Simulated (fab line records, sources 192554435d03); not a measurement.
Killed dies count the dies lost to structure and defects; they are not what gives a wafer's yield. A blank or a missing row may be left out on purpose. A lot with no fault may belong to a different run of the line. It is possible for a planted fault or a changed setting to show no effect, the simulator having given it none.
A lot that was struck, set against a sound lot / flow n5-finfet / 38 out of 1938 route steps
Sound: these wafers, L453.1, L453.2, L453.6. Struck: wafers L446.2, L446.4, L446.6. At the end, the cause is stated.
At each step with rows: each side's tool, then ch and its chambers, then its first start. Under that, the readings that differ: sound wafers / struck wafers / difference of the means / sigmas: that difference in standard deviations of wafers without a fault.
alike: readings with means less than 2 such deviations apart, plus words and numbers identical on both sides. not compared: withheld readings, readings lacking a value on some wafer, bounds such as >300 that could conceal the same value, and numbers that have no deviation in the record and whose values overlap.
The two part at a step that has a row with sigmas, a row that says differs or no value, or rows on one side only. Numbers that don't overlap but have no deviation are shown without sigmas and don't part them. A reading that every wafer of one side lacks parts them only if that side has two wafers or more.

first, 9 steps without rows for these wafers: N5_BEOL_M4_ANNEAL_95 (time 240 s); N5_BEOL_M4_SPUTTER_96 (material Cu, target thk 4.5 nm, time 8.29 s); N5_BEOL_M4_ECD_50 (material Cu, target thk 300 nm); N5_BEOL_M4_ANNEAL_51 (time 90 s); N5_BEOL_M4_CMP_52 (polishes, stops on SiOC, t overpolish 6.8 s, target thk 40 nm); N5_BEOL_M4_PRE_CLEAN_60 (time 15 s); N5_BEOL_M4_CO_CAP_55 (material Co, precursor CCTBA/H2, target thk 2 nm, time 102.1 s); N5_BEOL_M4_PRE_CLEAN_56 (time 15 s); N5_BEOL_M4_DEP_57 (deposits SiCN from 3MS/NH3, target thk 8 nm, time 14 s).
N5_BEOL_M4_RC_MEAS_101:
  sound on prober-01 ch 0, day 13 08:56; struck on prober-02 ch 0, day 11 05:23
  alike: DIBL_N, DIBL_P, IOFF_N, IOFF_P, ION_N, ION_P, SS_N, SS_P, VT_N, VT_P
then, 24 steps without rows for these wafers: N5_BEOL_M5_ILD_DEP_00 (deposits SiCOH lowk from DEMS/porogen, target thk 140.64 nm, time 25.9 s); N5_BEOL_M5_CURE_79 (cures SiCOH lowk, time 240 s); N5_BEOL_M5_PECVD_70 (deposits SiO2 from TEOS/O2, target thk 16 nm, time 18 s); N5_BEOL_M5_HM_DEP_02 (deposits TiN, target thk 20 nm); N5_BEOL_M5_COAT_59 (time 60 s, resist thk 60 nm); N5_BEOL_M5_COAT_60 (time 60 s, resist thk 12 nm); N5_BEOL_M5_COAT_71 (time 60 s, resist thk 5 nm); N5_BEOL_M5_COAT_05 (resist thk 30 nm); N5_BEOL_M5_EBR_07; N5_BEOL_M5_SOFTBAKE_06 (time 60 s); N5_BEOL_M5_EXPOSE_08 (exposes mask M5, target cd 28 nm); N5_BEOL_M5_PEB_09 (peb time 60 s); N5_BEOL_M5_DEVELOP_10 (develop time 30 s); N5_BEOL_M5_DESCUM_16 (chemistry O2, time 7 s); N5_BEOL_M5_ETCH_72 (etches underlayer in N2/H2, target depth 6.5 nm, time 5.2 s); N5_BEOL_M5_ETCH_61 (etches SiARC in CF4, target depth 15.6 nm, time 26 s); N5_BEOL_M5_ETCH_62 (etches SOC in N2/H2, target depth 75 nm, overetch 15 nm, time 112.5 s); N5_BEOL_M5_STRIP_63 (strips in N2/H2); N5_BEOL_M5_STRIP_73 (strips in N2/H2); N5_BEOL_M5_STRIP_64 (strips in CF4); N5_BEOL_M5_HM_OPEN_17 (chemistry Cl2/BCl3, target TiN, target depth 20 nm, overetch 6 nm); N5_BEOL_M5_STRIP_19 (strips in O2); N5_BEOL_M5_COAT_65 (time 60 s, resist thk 60 nm); N5_BEOL_M5_COAT_66 (time 60 s, resist thk 12 nm).
-- here the record skips 2 days between the struck wafers' starts before and after, leaving off in module BEOL_M5 and picking up in module BEOL_M10 (first step shown: number 1492 of the route) --
N5_BEOL_M10_STRIP_19: strips in O2.
  sound on rie-diel-06 ch 1,2, day 15 13:28; struck on rie-diel-06 ch 1,3, day 13 12:55
  no value came back on the struck wafers for any of 8 readings (bias-power-w (W), chamber-pressure-mTorr (mTorr) and others); on the sound wafers bias-power-w (W) reads 0 0 0
reading=model.SOC_of_BEOL_M10_COAT_59.thk-nm (nm); sound=0 0 0; struck=92.4 92.4 93; difference=+92.6; sigmas=
  not compared: rf-hours-counter-h
N5_BEOL_M10_ETCH_66: etches SOC in N2/H2, target depth 120 nm, overetch 24 nm, time 180 s.
  sound on rie-diel-06 ch 1,2,3, day 15 15:07; struck on rie-diel-05 ch 0,1, day 13 14:41
reading=oes-product-au (a.u.); sound=0.62 0.69 0.57; struck=0.80 0.72 0.81; difference=+0.15; sigmas=+3
reading=model.etch.depth-nm (nm); sound=99.87 99.86 100.2; struck=142.2 146.9 141.7; difference=+43.6; sigmas=
  alike: bias-w, chamber-pressure-mTorr, drypump-motor-current-A, rf-vpp-V, showerhead-plenum-p-Torr, temp-c, throttle-valve-pct
  not compared: rf-hours-counter-h
N5_BEOL_M10_VIA_ETCH_34: etches SiCOH lowk in C4F6/O2, target depth 184.5 nm, time 69.2 s.
  sound on rie-diel-06 ch 1,2,3, day 15 15:14; struck on rie-diel-05 ch 0,1, day 13 14:53
reading=oes-product-au (a.u.); sound=0.79 0.85 0.70; struck=0.31 0.27 0.31; difference=-0.48; sigmas=-7
  alike: bias-w, chamber-pressure-mTorr, drypump-motor-current-A, oes_o_777_au, rf-vpp-V, showerhead-plenum-p-Torr, throttle-valve-pct
  not compared: rf-hours-counter-h
-- a jump in the record: the struck wafers' starts before and after are 2 days apart (it breaks off in module BEOL_M10 and resumes in module PASSIVATION, where the first step shown is number 1936 of the route) --
N5_PASSIVATION_PROBE_49:
  the record has rows for the struck wafers here (prober-01, day 15 20:26) and none for the sound ones

## WHERE THEY PART
Last at N5_PASSIVATION_PROBE_49 as far as this record goes, first at N5_BEOL_M10_STRIP_19.

WHY: the cause the simulator had injected
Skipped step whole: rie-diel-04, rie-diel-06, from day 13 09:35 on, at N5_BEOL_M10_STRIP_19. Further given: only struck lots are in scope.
